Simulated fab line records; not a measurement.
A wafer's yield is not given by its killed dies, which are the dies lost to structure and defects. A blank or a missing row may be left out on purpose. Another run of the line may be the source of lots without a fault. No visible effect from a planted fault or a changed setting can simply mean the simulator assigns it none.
Matching of chambers -- flow n5_finfet -- 3 sister chambers for N5_BEOL_M3_ILD_DEP_00 on pecvd-02
The step deposits SiOC from DEMS/O2, target thk 79 nm, time 15.3 s. 20 wafers are shown with their chamber, then 10 later ones without.

WAFERS PAIRED WITH THEIR CHAMBERS
wafer,chamber,throttle_valve_pct (%),heater_power_w (W),showerhead_plenum_p_Torr (Torr)
L074.2,1,12.4,435,5.692
L074.3,2,10.8,481,5.693
L074.5,2,10.9,486,5.689
L075.2,0,11.8,408,5.696
L075.4,2,11.1,408,5.697
L075.6,0,11.7,408,5.681
L077.1,2,10.8,386,5.696
L077.2,0,11.9,467,5.686
L077.3,1,12.5,373,5.697
L079.1,1,12.6,377,5.698
L079.3,0,11.5,443,5.690
L079.5,2,10.9,375,5.706
L082.3,1,12.3,395,5.686
L082.4,2,11.0,470,5.711
L082.6,1,12.7,401,5.703
L083.1,2,11.0,450,5.692
L083.4,1,12.6,354,5.687
L083.5,1,12.6,359,5.695
L088.1,1,12.6,401,5.686
L088.5,2,11.0,450,5.686

SIGNATURES (averages over the wafers above)
reading,chamber 0,chamber 1,chamber 2,scatter within a chamber
throttle_valve_pct,11.725,12.537,10.938,0.129
heater_power_w,431.50,386.88,438.25,34.7
showerhead_plenum_p_Torr,5.68825,5.69300,5.69625,0.00728
Rule: distance of a wafer from a chamber = root of the sum over the readings of ((wafer's reading minus chamber's mean) / reading's scatter) squared. If the next closest chamber is less than 2 further off than the closest, the wafer can't be placed; otherwise it belongs to the closest. The scatter: the root of (the sum of the squares of (reading less its chamber's mean) over the shown wafers, divided by (wafers less chambers)).

WAFERS WITHOUT THEIR CHAMBER
wafer,throttle_valve_pct (%),heater_power_w (W),showerhead_plenum_p_Torr (Torr)
L088.6,12.7,413,5.699
L086.2,12.5,427,5.691
L086.3,10.9,434,5.704
L086.6,11.7,395,5.688
L091.1,10.8,468,5.696
L091.4,12.1,405,5.688
L091.5,12.5,394,5.697
L093.2,11.7,474,5.685
L093.5,11.2,404,5.705
L093.6,12.5,383,5.701

CHAMBER TAKEN BY EACH
wafer,from the rows above,in truth
L088.6,1,1
L086.2,1,1
L086.3,2,2
L086.6,0,0
L091.1,2,2
L091.4,can't be placed: 0 or 1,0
L091.5,1,1
L093.2,0,0
L093.5,2,2
L093.6,1,1
Placed correctly: 9 of 10. Not placeable from these rows: 1 (in 1, the candidates include the true chamber). 0 placed wrongly.
